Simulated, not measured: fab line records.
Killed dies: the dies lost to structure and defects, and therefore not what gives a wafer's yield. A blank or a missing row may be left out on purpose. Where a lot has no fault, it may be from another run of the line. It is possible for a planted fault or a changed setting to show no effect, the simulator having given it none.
Lot-split experiment + flow n5-finfet + 7 lots, 21 wafers read, on a route of 1938 steps

## ON THE SPLIT
At N5_BEOL_M1_COAT_68 (time 60 s, resist thk 12 nm), the setting spin-rpm was moved away from the recipe's 1500 rpm on 6 of the 21 wafers read, by -7.0% to +9.3%. This setting was run at the recipe's value on the other wafers.

## FROM THE SPLIT TO THE READING: what the file shows between them, 4 steps
- N5_BEOL_M1_COAT_76: time 60 s, resist thk 5 nm
- N5_BEOL_M1_COAT_22: resist thk 30 nm
- N5_BEOL_M1_DESCUM_33: chemistry O2, time 7 s
- N5_BEOL_M1_ETCH_77: etches underlayer in N2/H2, target depth 6.5 nm, time 5.2 s

## THE READING
etch.depth-nm (the simulator's own value, which no gauge read), in nm, at N5_BEOL_M1_ETCH_69 (etches SiARC in CF4, target depth 15.6 nm, time 26 s). There is no usual value for it anywhere in the file. Average 12.00 nm, standard deviation 0.02 nm, over the 15 wafers here run with the recipe.

| wafer  | tool, chamber at the split | spin-rpm as run, rpm | against the recipe | etch.depth-nm, nm | against lot-mates on the recipe |
|--------|----------------------------|----------------------|--------------------|-------------------|---------------------------------|
| L076.2 | litho-track-02, 0          | 1500                 | recipe             | 12.01             | -                               |
| L076.4 | litho-track-02, 0          | 1500                 | recipe             | 11.95             | -                               |
| L076.6 | litho-track-02, 0          | 1500                 | recipe             | 11.97             | -                               |
| L082.1 | litho-track-02, 0          | 1435                 | -4.3%              | 12.27             | +0.28                           |
| L082.2 | litho-track-02, 0          | 1435                 | -4.3%              | 12.26             | +0.27                           |
| L082.4 | litho-track-02, 0          | 1500                 | recipe             | 11.99             | -                               |
| L085.2 | litho-track-04, 0          | 1500                 | recipe             | 12.01             | -                               |
| L085.3 | litho-track-04, 0          | 1500                 | recipe             | 12.01             | -                               |
| L085.5 | litho-track-04, 0          | 1500                 | recipe             | 12.02             | -                               |
| L090.1 | litho-track-02, 0          | 1395                 | -7.0%              | 12.4              | no lot-mate on the recipe       |
| L090.6 | litho-track-02, 0          | 1395                 | -7.0%              | 12.4              | no lot-mate on the recipe       |
| L090.2 | litho-track-02, 0          | 1395                 | -7.0%              | 12.44             | no lot-mate on the recipe       |
| L091.1 | litho-track-04, 0          | 1500                 | recipe             | 12.02             | -                               |
| L091.4 | litho-track-04, 0          | 1640                 | +9.3%              | 11.48             | -0.52                           |
| L091.5 | litho-track-04, 0          | 1500                 | recipe             | 11.99             | -                               |
| L095.4 | litho-track-03, 0          | 1500                 | recipe             | 12                | -                               |
| L095.5 | litho-track-03, 0          | 1500                 | recipe             | 12.01             | -                               |
| L095.6 | litho-track-03, 0          | 1500                 | recipe             | 11.99             | -                               |
| L096.3 | litho-track-02, 0          | 1500                 | recipe             | 12.03             | -                               |
| L096.5 | litho-track-02, 0          | 1500                 | recipe             | 11.99             | -                               |
| L096.6 | litho-track-02, 0          | 1500                 | recipe             | 12.01             | -                               |

FIT RESULTS
A straight line over all 21 wafers: etch.depth-nm changes by -0.058 nm for each +1% of spin-rpm; r = -1.00; the points scatter about the line by 0.02 nm.
The same after taking each lot's own level away (the mean of its wafers on the recipe; 18 wafers): -0.0584 nm for each +1%; r = -0.99; scatter 0.017 nm.
According to that fit, moving spin-rpm by its largest amount changes the reading by 0.55 nm.
From 11.977 to 12.013 nm: that is the span of the lots' own levels, equal to 1.8 times the standard deviation above.
The two slopes are in agreement: the lot-to-lot level therefore moves the slope only a little.
Check: for one of the wafers moved furthest among these (+9.3%), held out of the fit, the line's prediction against its lot-mates is -0.592 nm. Against them it came out at -0.525 nm.

## OTHER SPLITS APPLIED TO THESE WAFERS
Before the reading, these wafers also passed through other splits. Each is held against what the fit with the lots' levels taken away leaves over:
| other split on the same wafers        | wafers away from the commonest value | r with etch.depth-nm (lot level and that fit taken away) |
|---------------------------------------|--------------------------------------|----------------------------------------------------------|
| N5_MOL_CONTACT_COAG_ALD_27 time-s     | 5                                    | +0.22                                                    |
| N5_BEOL_M0_SAQP_PECVD_96 time-s       | 5                                    | -0.10                                                    |
| N5_BEOL_M0_SAQP_HM_DEP_111 time-s     | 6                                    | -0.29                                                    |
| N5_BEOL_M0_SAQP_SPACER1_ALD_98 temp-c | 8                                    | +0.22                                                    |
| N5_BEOL_M0_SAQP_ETCH_107 source-w     | 4                                    | -0.16                                                    |

## THE WHOLE CHAIN: every reading that the file lists as answering this split, in the file's order
| step               | what it does                                         | reading                                                                          | change (the file's fit)                | r (the file's) |
|--------------------|------------------------------------------------------|----------------------------------------------------------------------------------|----------------------------------------|----------------|
| N5_BEOL_M1_COAT_68 | time 60 s, resist thk 12 nm                          | SiARC_of_BEOL_M1_COAT_68.thk-nm (the simulator's own value, which no gauge read) | -0.0611 nm for each +1% of the setting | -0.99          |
| N5_BEOL_M1_ETCH_69 | etches SiARC in CF4, target depth 15.6 nm, time 26 s | etch.depth-nm (the simulator's own value, which no gauge read)                   | -0.0573 nm for each +1% of the setting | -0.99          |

## THE FILE'S OWN FIT
etch.depth-nm changes by -0.0573 nm for each +1% of spin-rpm, r = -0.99.
